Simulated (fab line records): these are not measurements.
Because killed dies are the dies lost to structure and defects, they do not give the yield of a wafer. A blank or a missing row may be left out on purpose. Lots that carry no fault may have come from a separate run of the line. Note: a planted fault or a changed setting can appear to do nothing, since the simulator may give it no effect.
What tool caused it? + flow nandHarc + 23 lots with 69 wafers sampled at 6 steps, on a route of 1159 steps

WHAT EACH GAUGE READ, for each wafer
The record holds no reading of a measuring or inspecting step that can be judged against a usual standard deviation.

EACH LOT AND THE TOOL THAT RAN IT (in order: tool; ch and the chambers of the sampled wafers; start)
| lot  | NHARC_A_CONTACT_DESCUM_47         | NHARC_A_CONTACT_ETCH_121           | NHARC_A_CONTACT_ETCH_122           | NHARC_A_CONTACT_ETCH_75           | NHARC_A_CONTACT_ETCH_78                      | NHARC_A_CONTACT_ETCH_91           |
|------|-----------------------------------|------------------------------------|------------------------------------|-----------------------------------|----------------------------------------------|-----------------------------------|
| L076 | rieDiel-13 ch 0,2,3, day 16 11:16 | harCapEtch-03 ch 0,1, day 16 14:12 | harCapEtch-03 ch 0,1, day 16 14:19 | rieDiel-13 ch 1,3, day 16 19:16   | rieDiel-13 ch 0,1,3, day 16 22:11 or earlier | rieDiel-11 ch 0,2,3, day 16 22:11 |
| L074 | rieDiel-07 ch 0,2, day 16 12:46   | harCapEtch-02 ch 0, day 16 16:07   | harCapEtch-02 ch 0, day 16 16:14   | rieDiel-13 ch 1,2,3, day 16 21:07 | rieDiel-13 ch 1,2, day 17 00:04 or earlier   | rieDiel-13 ch 0,2, day 17 00:04   |
| L075 | rieDiel-11 ch 0,3, day 16 16:13   | harCapEtch-03 ch 0,1, day 16 20:17 | harCapEtch-03 ch 0,1, day 16 20:22 | rieDiel-07 ch 0,1,2, day 17 01:42 | rieDiel-07 ch 1,2, day 17 04:50 or earlier   | rieDiel-11 ch 0,3, day 17 04:50   |
| L078 | rieDiel-13 ch 0,1,2, day 17 01:36 | harCapEtch-03 ch 0, day 17 04:01   | harCapEtch-03 ch 0, day 17 04:07   | rieDiel-07 ch 0,1, day 17 08:48   | rieDiel-07 ch 0,2, day 17 11:57 or earlier   | rieDiel-11 ch 0,1,2, day 17 11:57 |
| L079 | rieDiel-11 ch 0,2,3, day 17 04:41 | harCapEtch-02 ch 0,1, day 17 07:04 | harCapEtch-02 ch 0,1, day 17 07:09 | rieDiel-07 ch 0,2, day 17 13:04   | rieDiel-07 ch 0,2, day 17 16:20 or earlier   | rieDiel-13 ch 0,1,3, day 17 16:20 |
| L077 | rieDiel-07 ch 0,1,2, day 17 05:47 | harCapEtch-03 ch 0,1, day 17 08:43 | harCapEtch-03 ch 0,1, day 17 08:48 | rieDiel-13 ch 2,3, day 17 14:44   | rieDiel-13 ch 0,1,2, day 17 17:40 or earlier | rieDiel-13 ch 2,3, day 17 17:40   |
| L080 | rieDiel-13 ch 0,1, day 18 09:17   | harCapEtch-03 ch 0,1, day 18 11:34 | harCapEtch-03 ch 0,1, day 18 11:39 | rieDiel-13 ch 1,3, day 18 16:21   | rieDiel-13 ch 1,3, day 18 19:19 or earlier   | rieDiel-11 ch 0,2,3, day 18 19:19 |
| L082 | rieDiel-13 ch 0,2,3, day 18 10:40 | harCapEtch-02 ch 0,1, day 18 13:02 | harCapEtch-02 ch 0,1, day 18 13:07 | rieDiel-07 ch 0,1, day 18 19:02   | rieDiel-07 ch 0,3, day 18 22:13 or earlier   | rieDiel-07 ch 0,1, day 18 22:13   |
| L084 | rieDiel-13 ch 0,1,2, day 18 18:39 | harCapEtch-03 ch 0,1, day 18 20:55 | harCapEtch-03 ch 0,1, day 18 21:01 | rieDiel-13 ch 0,1, day 19 02:11   | rieDiel-13 ch 1,2, day 19 05:28 or earlier   | rieDiel-11 ch 0,1,3, day 19 05:28 |
| L083 | rieDiel-13 ch 0,1,2, day 18 20:19 | harCapEtch-01 ch 0,1, day 18 22:38 | harCapEtch-01 ch 0,1, day 18 22:43 | rieDiel-13 ch 0,1,3, day 19 03:41 | rieDiel-13 ch 0,2,3, day 19 06:37 or earlier | rieDiel-11 ch 0,1, day 19 06:37   |
| L081 | rieDiel-07 ch 0,1, day 18 22:25   | harCapEtch-03 ch 0,1, day 19 00:50 | harCapEtch-03 ch 0,1, day 19 00:56 | rieDiel-13 ch 1,2,3, day 19 05:28 | rieDiel-13 ch 2,3, day 19 08:24 or earlier   | rieDiel-11 ch 1,2,3, day 19 08:24 |
| L087 | rieDiel-11 ch 0,1, day 19 09:27   | harCapEtch-03 ch 1, day 19 11:43   | harCapEtch-03 ch 1, day 19 11:49   | rieDiel-11 ch 1,3, day 19 16:28   | rieDiel-11 ch 0,3, day 19 20:02 or earlier   | rieDiel-11 ch 0,1,2, day 19 20:02 |
| L086 | rieDiel-11 ch 0,2,3, day 19 14:24 | harCapEtch-02 ch 0,1, day 19 16:50 | harCapEtch-02 ch 0,1, day 19 16:55 | rieDiel-07 ch 0,1, day 20 00:10   | rieDiel-07 ch 0,1,3, day 20 03:23 or earlier | rieDiel-07 ch 0,3, day 20 03:23   |
| L089 | rieDiel-07 ch 1,3, day 19 20:03   | harCapEtch-01 ch 0,1, day 19 22:47 | harCapEtch-01 ch 0,1, day 19 22:53 | rieDiel-07 ch 0,1, day 20 03:52   | rieDiel-07 ch 0,3, day 20 07:44 or earlier   | rieDiel-13 ch 2,3, day 20 07:44   |
| L088 | rieDiel-11 ch 0,1,2, day 19 20:26 | harCapEtch-02 ch 0,1, day 19 22:42 | harCapEtch-02 ch 0,1, day 19 22:47 | rieDiel-07 ch 1,3, day 20 04:20   | rieDiel-07 ch 0,1,3, day 20 08:26 or earlier | rieDiel-11 ch 0,1, day 20 08:26   |
| L090 | rieDiel-13 ch 0,2,3, day 20 12:34 | harCapEtch-03 ch 1, day 20 15:13   | harCapEtch-03 ch 1, day 20 15:19   | rieDiel-13 ch 0,1,2, day 20 21:01 | rieDiel-13 ch 0,2, day 21 00:08 or earlier   | rieDiel-07 ch 1,3, day 21 00:08   |
| L091 | rieDiel-13 ch 0,2,3, day 20 14:38 | harCapEtch-02 ch 0,1, day 20 16:56 | harCapEtch-02 ch 0,1, day 20 17:02 | rieDiel-13 ch 0,2, day 20 22:46   | rieDiel-13 ch 0,3, day 21 01:43 or earlier   | rieDiel-13 ch 0,3, day 21 01:43   |
| L094 | rieDiel-11 ch 1,3, day 20 23:49   | harCapEtch-02 ch 0, day 21 02:06   | harCapEtch-02 ch 0, day 21 02:11   | rieDiel-13 ch 0,2, day 21 12:52   | rieDiel-13 ch 0,2, day 21 15:51 or earlier   | rieDiel-13 ch 0,1,3, day 21 15:51 |
| L095 | rieDiel-13 ch 1,2,3, day 21 13:47 | harCapEtch-01 ch 0,1, day 21 16:04 | harCapEtch-01 ch 0,1, day 21 16:09 | rieDiel-11 ch 0,2,3, day 21 22:00 | rieDiel-11 ch 0,1,3, day 22 01:10 or earlier | rieDiel-07 ch 0,1,2, day 22 01:10 |
| L092 | rieDiel-07 ch 1,2,3, day 21 17:47 | harCapEtch-03 ch 0,1, day 21 20:13 | harCapEtch-03 ch 0,1, day 21 20:19 | rieDiel-13 ch 1,2, day 22 00:55   | rieDiel-13 ch 0,2, day 22 03:53 or earlier   | rieDiel-11 ch 0,2,3, day 22 03:53 |
| L093 | rieDiel-07 ch 1,2, day 21 23:57   | harCapEtch-03 ch 0,1, day 22 02:16 | harCapEtch-03 ch 0,1, day 22 02:22 | rieDiel-11 ch 0,1,2, day 22 08:32 | rieDiel-11 ch 0,2,3, day 22 11:35 or earlier | rieDiel-13 ch 1,2, day 22 11:35   |
| L096 | rieDiel-07 ch 1,2,3, day 22 09:17 | harCapEtch-01 ch 0,1, day 22 12:04 | harCapEtch-01 ch 0,1, day 22 12:12 | rieDiel-13 ch 0,1, day 22 17:08   | rieDiel-13 ch 0,1,3, day 22 20:11 or earlier | rieDiel-13 ch 0,1, day 22 20:11   |
| L097 | rieDiel-13 ch 0,2, day 22 15:56   | harCapEtch-01 ch 0,1, day 22 18:13 | harCapEtch-01 ch 0,1, day 22 18:19 | rieDiel-13 ch 0,1,2, day 22 22:54 | rieDiel-13 ch 2,3, day 23 01:49 or earlier   | rieDiel-13 ch 2,3, day 23 01:49   |
- NHARC_A_CONTACT_DESCUM_47: chemistry O2, time 3 s.
- NHARC_A_CONTACT_ETCH_121: etches the open film in C4F8/O2/Ar, time 94 s, target depth 922 nm.
- NHARC_A_CONTACT_ETCH_122: etches the open film in C4F8/O2/Ar, time 95 s, target depth 930 nm.
- NHARC_A_CONTACT_ETCH_75: etches the open film in CF4, target depth 39 nm, time 65 s.
- NHARC_A_CONTACT_ETCH_78: etches the open film in O2/COS, target depth 2800 nm, time 728 s.
- NHARC_A_CONTACT_ETCH_91: etches the open film in CH3F/O2, target depth 40 nm, time 85.7 s.

AS READ BY THE TOOLS THEMSELVES (means over the sampled wafers that have a number; for cases with no such wafer, the mark the record gives instead)
NHARC_A_CONTACT_DESCUM_47.
| lot  | tool       | drypumpMotorCurrentA (A) | oesProductAu (a.u.) | rfVppV (V) | showerheadPlenumPTorr (Torr) | throttleValvePct (%) |
|------|------------|--------------------------|---------------------|------------|------------------------------|----------------------|
| L076 | rieDiel-13 | 5.9                      | 1.004               | 57.5       | 1.90                         | 11.314               |
| L074 | rieDiel-07 | 6.4                      | 1.002               | 57.7       | 1.89                         | 11.314               |
| L075 | rieDiel-11 | 6.1                      | 1.015               | 58.8       | 1.94                         | 11.314               |
| L078 | rieDiel-13 | 5.6                      | 1.013               | 57.9       | 1.89                         | 11.309               |
| L079 | rieDiel-11 | 6.0                      | 1.016               | 57.8       | 1.98                         | 11.309               |
| L077 | rieDiel-07 | 5.8                      | 1.005               | 58.1       | 1.89                         | 11.312               |
| L080 | rieDiel-13 | 5.4                      | 0.997               | 58.6       | 1.92                         | 11.302               |
| L082 | rieDiel-13 | 5.9                      | 1.014               | 57.1       | 1.90                         | 11.307               |
| L084 | rieDiel-13 | 5.6                      | 1.002               | 57.4       | 1.89                         | 11.304               |
| L083 | rieDiel-13 | 5.6                      | 1.019               | 57.3       | 1.89                         | 11.316               |
| L081 | rieDiel-07 | 6.0                      | 1.009               | 57.0       | 1.83                         | 11.313               |
| L087 | rieDiel-11 | 5.7                      | 0.999               | 58.1       | 1.94                         | 11.315               |
| L086 | rieDiel-11 | 6.0                      | 1.004               | 58.5       | 1.98                         | 11.318               |
| L089 | rieDiel-07 | 5.0                      | 0.989               | 57.4       | 1.91                         | 11.314               |
| L088 | rieDiel-11 | 5.6                      | 1.005               | 58.0       | 1.99                         | 11.310               |
| L090 | rieDiel-13 | 6.0                      | 1.007               | 57.7       | 1.90                         | 11.310               |
| L091 | rieDiel-13 | 5.9                      | 1.010               | 57.7       | 1.90                         | 11.311               |
| L094 | rieDiel-11 | 6.2                      | 0.994               | 57.4       | 1.95                         | 11.319               |
| L095 | rieDiel-13 | 5.8                      | 1.016               | 57.7       | 1.91                         | 11.303               |
| L092 | rieDiel-07 | 5.5                      | 0.998               | 58.5       | 1.95                         | 11.321               |
| L093 | rieDiel-07 | 5.5                      | 0.990               | 57.3       | 1.94                         | 11.311               |
| L096 | rieDiel-07 | 5.4                      | 1.007               | 58.0       | 1.95                         | 11.312               |
| L097 | rieDiel-13 | 5.8                      | 0.992               | 58.1       | 1.88                         | 11.315               |

NHARC_A_CONTACT_ETCH_75.
| lot  | tool       | drypumpMotorCurrentA (A) | oesProductAu (a.u.) | rfVppV (V) | showerheadPlenumPTorr (Torr) | throttleValvePct (%) |
|------|------------|--------------------------|---------------------|------------|------------------------------|----------------------|
| L076 | rieDiel-13 | 5.5                      | 1.001               | 151.4      | 1.81                         | 13.289               |
| L074 | rieDiel-13 | 5.8                      | 1.013               | 151.5      | 1.77                         | 13.291               |
| L075 | rieDiel-07 | 5.8                      | 1.006               | 151.1      | 1.75                         | 13.290               |
| L078 | rieDiel-07 | 6.0                      | 1.013               | 150.5      | 1.70                         | 13.285               |
| L079 | rieDiel-07 | 6.2                      | 1.012               | 150.3      | 1.79                         | 13.283               |
| L077 | rieDiel-13 | 6.1                      | 1.011               | 151.4      | 1.78                         | 13.283               |
| L080 | rieDiel-13 | 5.5                      | 1.017               | 151.4      | 1.80                         | 13.286               |
| L082 | rieDiel-07 | 6.1                      | 1.001               | 149.7      | 1.70                         | 13.282               |
| L084 | rieDiel-13 | 5.3                      | 1.014               | 151.5      | 1.78                         | 13.288               |
| L083 | rieDiel-13 | 5.7                      | 1.007               | 152.3      | 1.80                         | 13.282               |
| L081 | rieDiel-13 | 5.8                      | 1.017               | 151.9      | 1.77                         | 13.289               |
| L087 | rieDiel-11 | 6.2                      | 1.000               | 151.3      | 1.81                         | 13.284               |
| L086 | rieDiel-07 | 6.0                      | 0.998               | 150.9      | 1.70                         | 13.298               |
| L089 | rieDiel-07 | 6.0                      | 1.004               | 150.2      | 1.70                         | 13.290               |
| L088 | rieDiel-07 | 5.0                      | 0.993               | 151.8      | 1.76                         | 13.290               |
| L090 | rieDiel-13 | 5.6                      | 1.006               | 150.4      | 1.74                         | 13.284               |
| L091 | rieDiel-13 | 5.9                      | 1.006               | 150.7      | 1.71                         | 13.283               |
| L094 | rieDiel-13 | 5.9                      | 1.009               | 150.8      | 1.71                         | 13.291               |
| L095 | rieDiel-11 | 6.0                      | 1.017               | 151.6      | 1.82                         | 13.280               |
| L092 | rieDiel-13 | 5.7                      | 1.016               | 150.2      | 1.72                         | 13.275               |
| L093 | rieDiel-11 | 5.6                      | 1.001               | 152.5      | 1.83                         | 13.283               |
| L096 | rieDiel-13 | 5.4                      | 0.998               | 151.6      | 1.77                         | 13.288               |
| L097 | rieDiel-13 | 5.6                      | 1.002               | 150.5      | 1.74                         | 13.292               |

NHARC_A_CONTACT_ETCH_78.
| lot  | tool       | drypumpMotorCurrentA (A) | oesProductAu (a.u.) | rfVppV (V) | showerheadPlenumPTorr (Torr) | throttleValvePct (%) |
|------|------------|--------------------------|---------------------|------------|------------------------------|----------------------|
| L076 | rieDiel-13 | 5.7                      | 1.015               | 314.0      | 3.17                         | 28.320               |
| L074 | rieDiel-13 | 5.8                      | 1.019               | 312.7      | 3.04                         | 28.329               |
| L075 | rieDiel-07 | 5.2                      | 1.013               | 314.1      | 3.10                         | 28.325               |
| L078 | rieDiel-07 | 6.2                      | 1.006               | 315.0      | 3.16                         | 28.334               |
| L079 | rieDiel-07 | 6.2                      | 1.005               | 314.5      | 3.16                         | 28.328               |
| L077 | rieDiel-13 | 5.6                      | 1.005               | 313.8      | 3.09                         | 28.334               |
| L080 | rieDiel-13 | 5.9                      | 1.006               | 315.3      | 3.21                         | 28.333               |
| L082 | rieDiel-07 | 6.4                      | 1.017               | 313.6      | 3.10                         | 28.332               |
| L084 | rieDiel-13 | 5.5                      | 1.018               | 313.7      | 3.10                         | 28.336               |
| L083 | rieDiel-13 | 5.9                      | 1.003               | 313.9      | 3.10                         | 28.333               |
| L081 | rieDiel-13 | 6.1                      | 1.015               | 312.6      | 3.05                         | 28.327               |
| L087 | rieDiel-11 | 6.1                      | 1.007               | 315.5      | 3.14                         | 28.323               |
| L086 | rieDiel-07 | 5.7                      | 1.005               | 313.7      | 3.10                         | 28.323               |
| L089 | rieDiel-07 | 5.9                      | 1.007               | 315.2      | 3.20                         | 28.329               |
| L088 | rieDiel-07 | 5.7                      | 1.008               | 314.4      | 3.10                         | 28.320               |
| L090 | rieDiel-13 | 5.7                      | 0.999               | 313.8      | 3.06                         | 28.328               |
| L091 | rieDiel-13 | 6.0                      | 1.007               | 314.8      | 3.18                         | 28.316               |
| L094 | rieDiel-13 | 5.9                      | 1.009               | 312.2      | 3.01                         | 28.327               |
| L095 | rieDiel-11 | 6.0                      | 0.991               | 314.8      | 3.17                         | 28.336               |
| L092 | rieDiel-13 | 5.7                      | 0.998               | 313.5      | 3.06                         | 28.324               |
| L093 | rieDiel-11 | 6.0                      | 1.008               | 316.0      | 3.21                         | 28.323               |
| L096 | rieDiel-13 | 5.7                      | 1.003               | 314.8      | 3.16                         | 28.330               |
| L097 | rieDiel-13 | 6.1                      | 1.017               | 313.4      | 3.13                         | 28.339               |

NHARC_A_CONTACT_ETCH_91.
| lot  | tool       | drypumpMotorCurrentA (A) | oesProductAu (a.u.) | rfVppV (V) | showerheadPlenumPTorr (Torr) | throttleValvePct (%) |
|------|------------|--------------------------|---------------------|------------|------------------------------|----------------------|
| L076 | rieDiel-11 | 6.0                      | 1.02                | 245.0      | 2.55                         | 20.660               |
| L074 | rieDiel-13 | 5.8                      | 0.93                | 244.6      | 2.42                         | 20.673               |
| L075 | rieDiel-11 | 6.1                      | 0.94                | 244.6      | 2.49                         | 20.651               |
| L078 | rieDiel-11 | 5.6                      | 1.00                | 246.6      | 2.56                         | 20.675               |
| L079 | rieDiel-13 | 5.6                      | 0.93                | 244.8      | 2.50                         | 20.667               |
| L077 | rieDiel-13 | 6.1                      | 0.93                | 244.8      | 2.48                         | 20.664               |
| L080 | rieDiel-11 | 6.0                      | 0.94                | 245.1      | 2.54                         | 20.665               |
| L082 | rieDiel-07 | 5.4                      | 0.92                | 243.2      | 2.36                         | 20.663               |
| L084 | rieDiel-11 | 6.0                      | 1.00                | 245.4      | 2.50                         | 20.658               |
| L083 | rieDiel-11 | 5.6                      | 0.99                | 244.8      | 2.52                         | 20.667               |
| L081 | rieDiel-11 | 5.9                      | 0.93                | 245.6      | 2.56                         | 20.661               |
| L087 | rieDiel-11 | 5.6                      | 0.93                | 245.8      | 2.55                         | 20.666               |
| L086 | rieDiel-07 | 6.3                      | 0.94                | 243.4      | 2.44                         | 20.666               |
| L089 | rieDiel-13 | 6.1                      | 1.01                | 244.7      | 2.40                         | 20.661               |
| L088 | rieDiel-11 | 5.6                      | 0.99                | 244.9      | 2.51                         | 20.661               |
| L090 | rieDiel-07 | 5.0                      | 0.99                | 244.8      | 2.44                         | 20.661               |
| L091 | rieDiel-13 | 6.0                      | 0.93                | 244.6      | 2.51                         | 20.661               |
| L094 | rieDiel-13 | 5.7                      | 0.92                | 245.7      | 2.49                         | 20.667               |
| L095 | rieDiel-07 | 5.8                      | 1.00                | 243.8      | 2.42                         | 20.666               |
| L092 | rieDiel-11 | 6.0                      | 0.94                | 245.9      | 2.53                         | 20.657               |
| L093 | rieDiel-13 | 5.8                      | 0.94                | 243.5      | 2.38                         | 20.668               |
| L096 | rieDiel-13 | 5.3                      | 0.94                | 244.2      | 2.48                         | 20.662               |
| L097 | rieDiel-13 | 6.2                      | 0.93                | 243.7      | 2.47                         | 20.663               |

THE ANSWER, worked out from the rows above alone
Rule: the usual values come from the lots themselves. Put in order of their means at a reading, lots are off if they are a third of the lots or fewer, leave a main group of 4 or more, and stand apart from it by a gap of 3 or more times the standard deviation of the main group's means; of several such gaps the widest counts. Not used: any main group whose means are identical at the precision the tables above print for the reading. A lot without any number at a reading at which 4 lots or more have one is off too. Any other lot the step has rows for is counted as sound. The gauges are gone through in route order, then the tools' own readings, and for those a lot's mean is taken as printed above. The first step at which some lot is off is used, and at that step the reading that is off furthest; a lot without a number counts as furthest.
None of the lots is off at any reading shown; this tells nothing.

WHAT THE SIMULATOR PUT IN
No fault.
